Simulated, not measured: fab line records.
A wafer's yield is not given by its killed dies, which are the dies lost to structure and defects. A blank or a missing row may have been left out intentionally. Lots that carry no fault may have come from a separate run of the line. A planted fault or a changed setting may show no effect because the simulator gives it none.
A lot that was struck, set against a sound lot -- flow n5Finfet -- 35 steps out of a route of 1938
Sound: these wafers, L950.1, L950.3, L950.6. Struck: wafer L957.5. (L957.3, L957.6 of the same lot were not struck and are left out.) The cause comes at the end.
Each step with rows lists, per side, the tool, then ch with its chambers, then its first start. Under that, the readings that differ: sound wafers -- struck wafers -- difference of the means -- sigmas: that difference in standard deviations of wafers without a fault.
alike: readings with means less than 2 such deviations apart, plus words and numbers identical on both sides. not compared: withheld readings, readings lacking a value on some wafer, bounds such as >300 that could conceal the same value, and numbers that have no deviation in the record and whose values overlap.
Wherever a step has rows on one side only, a row that says differs or no value, or a row with sigmas, the two part there. Non-overlapping numbers with no deviation appear without sigmas and do not part them. A reading missing from all wafers of one side parts the sides only when that side holds two or more wafers.

first, 11 steps without rows for these wafers: N5_BEOL_M6_HM_STRIP_39 (strips TiN in peroxide tin strip, target depth 25 nm, time 158 s); N5_BEOL_M6_SRD_40 (time 30 s); N5_BEOL_M6_PRECLEAN_42 (cleans in residue remover, time 60 s); N5_BEOL_M6_SRD_43 (time 30 s); N5_BEOL_M6_CURE_75 (cures SiCOH lowk, time 120 s); N5_BEOL_M6_DEGAS_44 (time 60 s); N5_BEOL_M6_PRE_CLEAN_45 (time 30 s); N5_BEOL_M6_ALD_77 (deposits TaN, target thk 2 nm, pulse time 2 s, purge time 3 s); N5_BEOL_M6_SURFACE_TREAT_79; N5_BEOL_M6_CVD_78 (deposits Co from CCTBA/H2, target thk 2 nm, time 142.3 s); N5_BEOL_M6_SPUTTER_48 (material Cu, target thk 10 nm, time 1.667 s).
N5_BEOL_M6_ECD_50: material Cu, target thk 300 nm.
  sound on ecdCu-02 ch 0,1, day 11 20:06; struck on ecdCu-02 ch 0,1, day 13 11:46
then, 22 steps without rows for these wafers: N5_BEOL_M6_ANNEAL_51 (time 90 s); N5_BEOL_M6_CMP_52 (polishes, stops on SiCOH lowk, t overpolish 6.9 s, target thk 80 nm); N5_BEOL_M6_PRE_CLEAN_55 (time 15 s); N5_BEOL_M6_DEP_56 (deposits SiCN from 3MS/NH3, target thk 10 nm, time 17.5 s); N5_BEOL_M7_ILD_DEP_00 (deposits SiCOH lowk from DEMS/porogen, target thk 179.75 nm, time 33.4 s); N5_BEOL_M7_CURE_74 (cures SiCOH lowk, time 240 s); N5_BEOL_M7_PECVD_70 (deposits SiO2 from TEOS/O2, target thk 20 nm, time 22.7 s); N5_BEOL_M7_HM_DEP_02 (deposits TiN, target thk 20 nm); N5_BEOL_M7_COAT_59 (time 60 s, resist thk 100 nm); N5_BEOL_M7_COAT_60 (time 60 s, resist thk 35 nm); N5_BEOL_M7_COAT_05 (resist thk 90 nm); N5_BEOL_M7_EBR_07; N5_BEOL_M7_SOFTBAKE_06 (time 60 s); N5_BEOL_M7_EXPOSE_08 (exposes mask M7); N5_BEOL_M7_PEB_09 (peb time 60 s); N5_BEOL_M7_DEVELOP_10 (develop time 30 s); N5_BEOL_M7_DESCUM_16 (chemistry O2, time 7.9 s); N5_BEOL_M7_ETCH_61 (etches SiARC in CF4, target depth 45.5 nm, time 75.8 s); N5_BEOL_M7_ETCH_62 (etches SOC in N2/H2, target depth 110 nm, overetch 22 nm, time 165 s); N5_BEOL_M7_STRIP_68 (strips in N2/H2); N5_BEOL_M7_STRIP_67 (strips in CF4); N5_BEOL_M7_HM_OPEN_17 (chemistry Cl2/BCl3, target TiN, target depth 20 nm, overetch 6 nm).
-- a jump in the record: the struck wafers' starts before and after are 4 days apart (it breaks off in module BEOL_M7 and resumes in module PASSIVATION, where the first step shown is number 1936 of the route) --
N5_PASSIVATION_PROBE_49:
  the record has rows for the struck wafers here (prober-01, day 17 08:30) and none for the sound ones

== WHERE THEY PART ==
N5_PASSIVATION_PROBE_49 only, going by this record.

WHY: what the simulator had put in
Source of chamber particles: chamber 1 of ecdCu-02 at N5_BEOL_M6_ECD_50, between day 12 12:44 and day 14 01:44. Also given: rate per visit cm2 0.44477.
